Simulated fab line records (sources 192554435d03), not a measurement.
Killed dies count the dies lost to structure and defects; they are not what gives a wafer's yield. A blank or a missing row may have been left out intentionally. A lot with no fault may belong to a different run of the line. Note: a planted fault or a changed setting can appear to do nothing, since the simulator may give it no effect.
A lot that was struck, set against a sound lot + flow n5-finfet + 22 steps out of a route of 1938
Sound: wafers L680.4, L680.5, L680.6. The struck wafers were L689.1, L689.2, L689.5. The cause comes at the end.
Order at every step that has rows: each side's tool, ch and its chambers, its first start. Under that, the readings that differ: sound wafers + struck wafers + difference of the means + sigmas: that difference in standard deviations of wafers without a fault.
alike: same words and numbers on both sides, and readings whose means sit less than 2 such deviations apart. not compared: any withheld reading, any reading some wafer has no value for, any bound like >300 that may hide the same value, and any number with overlapping values for which the record gives no deviation.
The two part at a step that has a row with sigmas, a row that says differs or no value, or rows on one side only. When numbers do not overlap yet have no deviation, they are printed without sigmas and do not part them. A reading that every wafer of one side lacks parts them only if that side has two wafers or more.

first, 3 steps without rows for these wafers: N5_BEOL_M4_ANNEAL_87 (time 240 s); N5_BEOL_M4_SPUTTER_88 (material Cu, target thk 4.5 nm, time 8.29 s); N5_BEOL_M4_ANNEAL_89 (time 240 s).
N5_BEOL_M4_SPUTTER_90: material Cu, target thk 4.5 nm, time 8.29 s.
  struck on pvd-sputter-01, day 13 16:52; sound on pvd-sputter-01, day 11 09:48
  alike: throttle-valve-pct
N5_BEOL_M4_ANNEAL_91: time 240 s.
  struck on pvd-sputter-01, day 13 16:57; sound on pvd-sputter-01, day 11 09:53
  alike: heater-power-w
then, 1 step without rows for these wafers: N5_BEOL_M4_SPUTTER_92 (material Cu, target thk 4.5 nm, time 8.29 s).
N5_BEOL_M4_ANNEAL_93: time 240 s.
  struck on pvd-sputter-01, day 13 17:10; sound on pvd-sputter-01, day 11 10:06
  alike: heater-power-w
then, 4 steps without rows for these wafers: N5_BEOL_M4_SPUTTER_94 (material Cu, target thk 4.5 nm, time 8.29 s); N5_BEOL_M4_ANNEAL_95 (time 240 s); N5_BEOL_M4_SPUTTER_96 (material Cu, target thk 4.5 nm, time 8.29 s); N5_BEOL_M4_ECD_50 (material Cu, target thk 300 nm).
N5_BEOL_M4_ANNEAL_51: time 90 s.
  sound on rtp-anneal-02 ch 0, day 11 11:05; struck on rtp-anneal-02 ch 0, day 13 17:43
  alike: wafer_temp_C_max
N5_BEOL_M4_CMP_52: polishes, stops on SiOC, t overpolish 6.8 s, target thk 40 nm.
  sound on cmp-03 ch 2,3, day 11 11:16; struck on cmp-03 ch 0,3, day 13 18:04
  no value came back on the struck wafers for any of 6 readings (barrier-field-endpoint-s (s), clearing-platen-down-force-psi (psi) and others); on the sound wafers barrier-field-endpoint-s (s) reads 24.4 24.4 24.1
| reading                                    | sound          | struck            | difference | sigmas |
|--------------------------------------------|----------------|-------------------|------------|--------|
| model.Cu_of_BEOL_M4_ECD_50.thk-nm (nm)     | 38.4 37.6 40.6 | 297.8 300.8 301.2 | +261.1     |        |
| model.SiO2_of_BEOL_M4_PECVD_72.thk-nm (nm) | 0 0 0          | 15.6 15.4 15.6    | +15.5      |        |
  not compared: model.SiOC_of_BEOL_M4_ILD_DEP_00.thk-nm
N5_BEOL_M4_THK_MEAS_53: measures by xrf.
  struck on film-metro-02, day 13 18:20; sound on film-metro-01, day 11 11:34
| reading     | sound          | struck            | difference | sigmas      |
|-------------|----------------|-------------------|------------|-------------|
| M4_THK (nm) | 38.4 37.6 40.4 | 299.7 302.8 303.7 | +263.3     | +99 or more |
N5_BEOL_M4_PRE_CLEAN_60: time 15 s.
  sound on cvd-co-01 ch 0,1,2, day 11 11:37; struck on cvd-co-01 ch 0,1, day 13 18:22
  alike: heater-power-w
then, 3 steps without rows for these wafers: N5_BEOL_M4_CO_CAP_55 (material Co, precursor CCTBA/H2, target thk 2 nm, time 102.1 s); N5_BEOL_M4_PRE_CLEAN_56 (time 15 s); N5_BEOL_M4_DEP_57 (deposits SiCN from 3MS/NH3, target thk 8 nm, time 14 s).
N5_BEOL_M4_RS_MEAS_58: measurement is done with a four-point probe.
  struck on film-metro-02, day 13 18:35; sound on film-metro-02, day 11 11:50
| reading        | sound          | struck         | difference | sigmas |
|----------------|----------------|----------------|------------|--------|
| M4_RS (ohm/sq) | 0.70 0.72 0.66 | 0.06 0.06 0.06 | -0.63      | -15    |
N5_BEOL_M4_INSPECT_59: inspects for defects (darkfield).
  struck on defect-inspect-02, day 13 18:37; sound on defect-inspect-01, day 11 11:52
| reading          | sound    | struck         | difference | sigmas      |
|------------------|----------|----------------|------------|-------------|
| raw-defect-count | 57 81 84 | 5226 5156 5089 | +5083      | +99 or more |
N5_BEOL_M4_RC_MEAS_101:
  the record has rows for the sound wafers here (prober-02 ch 0, day 11 12:21) and none for the struck ones
-- here the record skips 4 days between the struck wafers' starts before and after, leaving off in module BEOL_M4 and picking up in module PASSIVATION (first step shown: number 1936 of the route) --
N5_PASSIVATION_PROBE_49:
  struck on prober-01, day 18 06:22; sound on prober-01, day 15 12:02
| reading                  | sound          | struck         | difference | sigmas      |
|--------------------------|----------------|----------------|------------|-------------|
| defect-limited-yield (%) | 92.1 91.6 92.8 | 0 0 0          | -92        | -66         |
| killed_at_M4_up          | 10 15 9        | 1073 1093 1110 | +1081      | +99 or more |
| killed-dies              | 93 99 85       | 1180 1180 1180 | +1088      | +68         |
| killed-on-rim            | 15 16 7        | 152 152 152    | +139       | +33         |
| sort-n-pass              | 1087 1081 1095 | 0 0 0          | -1088      | -47         |
  alike: killed_at_M0_to_M3, killed-at-contacts, killed-at-front-end, killed-at-other, killed-open, killed-short, sort_bin_5_function, sort_bin_6_memory, sort_bin_8_speed

WHERE THEY PART
Earliest at N5_BEOL_M4_CMP_52; latest, in this record, at N5_PASSIVATION_PROBE_49.

WHY: what had been put in by the simulator
Entire step skipped (cmp-03, N5_BEOL_M4_CMP_52), from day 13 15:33 onward. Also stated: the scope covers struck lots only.
